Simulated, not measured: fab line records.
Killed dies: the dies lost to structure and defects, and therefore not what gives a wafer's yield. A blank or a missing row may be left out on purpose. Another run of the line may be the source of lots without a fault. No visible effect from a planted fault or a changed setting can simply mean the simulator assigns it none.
fab line records	flow n5_finfet	part 2 of 2: steps 24 to 37 of 37
[record] lots = 5	wafers = 15	last_day = 16
route steps=1938 shown BEOL_M5@1114
lots that met no fault: from a run of the same line without faults
start_h: the number of hours between the record's first day and the start of the first shown wafer of the lot	wait_h: hours from the lot's prior step to this one	" unchanged from the row above	L1.1+2: one row covering several wafers at once	- either no value or no given start	* or withheld: withheld	< > ~ a bound
route shown NAME@n: NAME is a module with steps in the file, n the number in the route of the first one	usual: mean/standard deviation of fault-free wafers	same: alike in all rows	chamber/n: place in a boat	sites: per-site readings	_std_site: standard deviation of those values	_edge_site: the outer-site mean with the inner-site mean subtracted	radius_mm: how far each site lies from the wafer's centre	mask NAME#n: copy n	behind: tool/chamber where the wafer was last shaped	hold: reason for holding the lot/hours on hold/outcome of the hold	device: the n, p or np transistor that did not switch	end of line: tests of these same wafers at the route's end	a step given without rows: its recipe and nothing more	killed: count of dies lost to structure and defects at first sort (not the wafer's yield)	map: a wafer's dies, x killed, . not, _ none there
set.NAME: the setting as run; set.NAME@STEP: as run at that earlier step	model.NAME: the simulator's own value behind a step, which no gauge read
lots seen at some steps along the route; tables by step, rows by wafer
services: from which hour (start_h, from the record's first day; less than 0 if before it) a tool's chamber was out of use, for how many hours, and why
[[steps]]
[step N5_BEOL_M5_STRIP_19]
[recipe] chemistry = O2	power_w = 400	temp_c = 40	pressure_mtorr = 30	rf_frequency_hz = 6e+07	bias_power_w = 0	overash_fraction = 0.2	o2_flow_sccm = 225
[usual] drypump_motor_current_A = 5.9/0.31	o2_flow_sccm = 225.1/0.63	oes_product_au = 0.80/0.086	rf_vpp_V = 3.6/0.46	showerhead_plenum_p_Torr = 2.12/0.037	throttle_valve_pct = 16.63/0.22
lot.wafer	tool	chamber	start_h	wait_h	drypump_motor_current_A	o2_flow_sccm	oes_product_au	rf_hours_counter_h	rf_vpp_V	showerhead_plenum_p_Torr	throttle_valve_pct
L074.1	rie_diel-01	0	171.71	0.1	6.3	225.9	0.67	247	3.9	2.15	16.63
L074.5	"	1	"	"	5.9	225.5	0.68	-	4.3	2.06	16.68
L074.6	"	2	"	"	5.5	224.8	0.69	-	2.9	2.17	17.00
L081.3	rie_diel-05	2	212.59	0.1	5.5	226.0	0.81	72	4.2	2.13	16.61
L081.4	"	2	"	"	5.5	224.4	0.81	-	3.0	2.13	16.59
L081.5	"	0	"	"	6.1	224.9	0.86	-	3.0	2.14	16.78
L082.1	rie_diel-05	3	216.00	0.1	6.0	225.0	0.69	231	3.9	2.16	16.75
L082.3	"	0	"	"	6.1	226.0	0.87	53	4.4	2.14	16.79
L082.6	"	0	"	"	6.1	225.5	0.86	-	3.9	2.14	16.79
L083.1	rie_diel-01	1	229.19	0.1	5.9	224.6	0.68	248	4.0	2.06	16.73
L083.2	"	0	"	"	6.3	225.4	0.97	4	4.5	2.15	16.20
L083.6	"	0	"	"	6.3	225.0	0.98	-	3.4	2.15	16.21
L089.1	rie_diel-02	3	263.64	0.2	5.7	226.3	0.73	172	3.6	2.09	16.48
L089.4	"	1	"	"	6.4	225.2	0.72	200	4.0	2.07	16.95
L089.5	"	3	"	"	5.7	225.1	0.73	-	3.5	2.09	16.50
[step N5_BEOL_M5_CD_MEAS_18]
[recipe] pitch_nm = 56	target_cd_nm = 28
[usual] cd_nm = 28.08/0.25
lot.wafer	tool	chamber	start_h	wait_h	cd_nm
L074.1	cd_sem-02	-	171.78	0.0	27.97
L074.5	"	-	"	"	28.08
L074.6	"	-	"	"	27.84
L081.3	cd_sem-01	-	212.67	0.1	27.71
L081.4	"	-	"	"	27.98
L081.5	"	-	"	"	28.08
L082.1	cd_sem-01	-	216.08	0.1	28.47
L082.3	"	-	"	"	28.20
L082.6	"	-	"	"	28.43
L083.1	cd_sem-01	-	229.26	0.0	27.63
L083.2	"	-	"	"	28.02
L083.6	"	-	"	"	28.05
L089.1	cd_sem-02	-	263.71	0.0	28.28
L089.4	"	-	"	"	28.62
L089.5	"	-	"	"	28.15
[step N5_BEOL_M5_COAT_65]
[recipe] resist = SOC	temp_c = 250	time_s = 60	spin_rpm = 1500	resist_thk_nm = 60
lot.wafer	tool	chamber	start_h	wait_h
L074.1+5+6	litho_track-01	0	173.70	1.9
L081.3+4+5	litho_track-05	0	214.02	1.4
L082.1+3+6	litho_track-04	0	217.00	0.9
L083.1+2+6	litho_track-05	0	229.32	0.1
L089.1+4+5	litho_track-04	0	269.32	5.6
[step N5_BEOL_M5_COAT_66]
[recipe] resist = SiARC	temp_c = 220	time_s = 60	spin_rpm = 1500	resist_thk_nm = 12
lot.wafer	tool	chamber	start_h	wait_h
L074.1+5+6	litho_track-01	0	-	-
L081.3+4+5	litho_track-05	0	-	-
L082.1+3+6	litho_track-04	0	-	-
L083.1+2+6	litho_track-05	0	-	-
L089.1+4+5	litho_track-04	0	-	-
[step N5_BEOL_M5_COAT_74]
[recipe] resist = underlayer	temp_c = 205	time_s = 60	spin_rpm = 1500	resist_thk_nm = 5
lot.wafer	tool	chamber	start_h	wait_h
L074.1+5+6	litho_track-01	0	-	-
L081.3+4+5	litho_track-05	0	-	-
L082.1+3+6	litho_track-04	0	-	-
L083.1+2+6	litho_track-05	0	-	-
L089.1+4+5	litho_track-04	0	-	-
[step N5_BEOL_M5_COAT_22]
[recipe] resist = CAR-EUV	spin_rpm = 1500	resist_thk_nm = 30
lot.wafer	tool	chamber	start_h	wait_h
L074.1+5+6	litho_track-01	0	-	-
L081.3+4+5	litho_track-05	0	-	-
L082.1+3+6	litho_track-04	0	-	-
L083.1+2+6	litho_track-05	0	-	-
L089.1+4+5	litho_track-04	0	-	-
[step N5_BEOL_M5_EBR_24]
[recipe] solvent = PGMEA	ebr_width_mm = 1.5
lot.wafer	tool	chamber	start_h	wait_h
L074.1+5+6	litho_track-01	0	-	-
L081.3+4+5	litho_track-05	0	-	-
L082.1+3+6	litho_track-04	0	-	-
L083.1+2+6	litho_track-05	0	-	-
L089.1+4+5	litho_track-04	0	-	-
[step N5_BEOL_M5_SOFTBAKE_23]
[recipe] temp_c = 110	time_s = 60	resist = CAR-EUV
lot.wafer	tool	chamber	start_h	wait_h
L074.1+5+6	litho_track-01	0	-	-
L081.3+4+5	litho_track-05	0	-	-
L082.1+3+6	litho_track-04	0	-	-
L083.1+2+6	litho_track-05	0	-	-
L089.1+4+5	litho_track-04	0	-	-
[step N5_BEOL_M5_EXPOSE_25]
[recipe] mask_id = V4	na = 0.33	source_shape = quasar	sigma_inner = 0.2	sigma_outer = 0.6	polarization = unpolarized	defocus_nm = 10	dose_mj = 52.75
lot.wafer	tool	chamber	start_h	wait_h	mask
L074.1+5+6	euv_scanner-02	0	173.84	-	V4#0
L081.3+4+5	euv_scanner-02	0	214.17	-	V4#0
L082.1+3+6	euv_scanner-02	0	217.13	-	V4#0
L083.1+2+6	euv_scanner-02	0	229.58	-	V4#0
L089.1+4+5	euv_scanner-02	0	269.58	-	V4#0
[step N5_BEOL_M5_PEB_26]
[recipe] peb_temp_c = 100	peb_time_s = 60	resist = CAR-EUV
[same] peb_time_s = 60
lot.wafer	tool	chamber	start_h	wait_h
L074.1+5+6	litho_track-01	0	173.91	0.1
L081.3+4+5	litho_track-04	0	214.23	0.0
L082.1+3+6	litho_track-01	0	217.21	0.1
L083.1+2+6	litho_track-05	0	229.65	0.1
L089.1+4+5	litho_track-04	0	269.65	0.1
[step N5_BEOL_M5_DEVELOP_27]
[recipe] develop_time_s = 30	developer = TMAH	resist = CAR-EUV	rinse_liquid = surfactant_rinse	dry = air_spin	dev_temp_c = 23
lot.wafer	tool	chamber	start_h	wait_h
L074.1+5+6	litho_track-01	0	-	-
L081.3+4+5	litho_track-04	0	-	-
L082.1+3+6	litho_track-01	0	-	-
L083.1+2+6	litho_track-05	0	-	-
L089.1+4+5	litho_track-04	0	-	-
[step N5_BEOL_M5_CD_MEAS_28]
[recipe] target_cd_nm = 30.6	landing_energy_ev = 500	detector = se_inlens	target_cd_y_nm = 20	polarity = opening
[usual] cd_nm = 30.60/0.25
lot.wafer	tool	chamber	start_h	wait_h	cd_nm
L074.1	cd_sem-02	0	173.98	-	30.68
L074.5	"	0	"	"	30.70
L074.6	"	0	"	"	30.69
L081.3	cd_sem-02	0	214.30	-	30.17
L081.4	"	0	"	"	30.42
L081.5	"	0	"	"	30.47
L082.1	cd_sem-03	0	217.27	-	30.80
L082.3	"	0	"	"	30.61
L082.6	"	0	"	"	30.39
L083.1	cd_sem-02	0	229.72	-	30.39
L083.2	"	0	"	"	29.97
L083.6	"	0	"	"	30.56
L089.1	cd_sem-02	0	269.72	-	30.36
L089.4	"	0	"	"	30.84
L089.5	"	0	"	"	30.63
[step N5_BEOL_M5_OVL_MEAS_29]
[recipe] points_per_wafer = 522
[usual] V4_OVL = 0.2/0.72
[same] points_per_wafer = 522
lot.wafer	tool	chamber	start_h	wait_h	V4_OVL[nm]
L074.1	overlay-01	0	174.01	0.0	0.6
L074.5	"	0	"	"	0.7
L074.6	"	0	"	"	1.1
L081.3	overlay-02	0	214.34	0.0	0.4
L081.4	"	0	"	"	0.7
L081.5	"	0	"	"	0.4
L082.1	overlay-01	0	217.30	0.0	0.8
L082.3	"	0	"	"	0.8
L082.6	"	0	"	"	0.4
L083.1	overlay-02	0	229.75	0.0	-0.9
L083.2	"	0	"	"	-0.3
L083.6	"	0	"	"	0.0
L089.1	overlay-01	0	269.75	0.0	0.5
L089.4	"	0	"	"	0.3
L089.5	"	0	"	"	0.1
[step N5_BEOL_M5_INSPECT_30]
[recipe] mode = adi	inspect_instrument = brightfield
[usual] raw_defect_count = 410/85
lot.wafer	tool	chamber	start_h	wait_h	raw_defect_count
L074.1	defect_inspect-02	-	174.06	0.1	569
L074.5	"	-	"	"	449
L074.6	"	-	"	"	634
L081.3	defect_inspect-01	-	214.39	0.0	396
L081.4	"	-	"	"	366
L081.5	"	-	"	"	398
L082.1	defect_inspect-01	-	217.36	0.1	354
L082.3	"	-	"	"	447
L082.6	"	-	"	"	477
L083.1	defect_inspect-01	-	229.81	0.1	371
L083.2	"	-	"	"	520
L083.6	"	-	"	"	259
L089.1	defect_inspect-01	-	269.81	0.1	573
L089.4	"	-	"	"	415
L089.5	"	-	"	"	610
[[services]]
tool	chamber	start_h	hours	kind
rie_diel-01	3	147.65	1.5	repair
euv_scanner-01	-	153.15	1.0	pm
euv_scanner-01	-	162.59	5.8	pm
rie_metal-01	1	162.67	5.4	repair
euv_scanner-02	-	170.28	1.0	pm
euv_scanner-02	-	182.12	12.0	pm
rie_diel-02	3	191.01	10.1	repair
rie_diel-01	0	196.11	-	clean
rie_diel-01	0	196.11	-	consumable_replace:focus_ring
pecvd-04	-	200.20	0.3	repair
rie_metal-02	-	205.59	28.1	pm
euv_scanner-01	-	209.30	1.0	pm
rie_diel-05	1	210.89	6.7	repair
euv_scanner-02	-	226.43	1.0	pm
rie_metal-03	-	230.48	1.4	pm
rie_metal-02	-	233.69	2.8	pm
pecvd-01	2	234.74	4.8	repair
rie_metal-02	0	249.11	16.4	repair
rie_metal-01	0	249.94	7.1	repair
euv_scanner-01	-	250.49	5.0	repair
pecvd-04	0	254.36	4.9	repair
euv_scanner-01	-	258.99	4.6	pm
litho_track-01	-	262.57	-	consumable_replace:filter
euv_scanner-01	-	265.45	1.0	pm
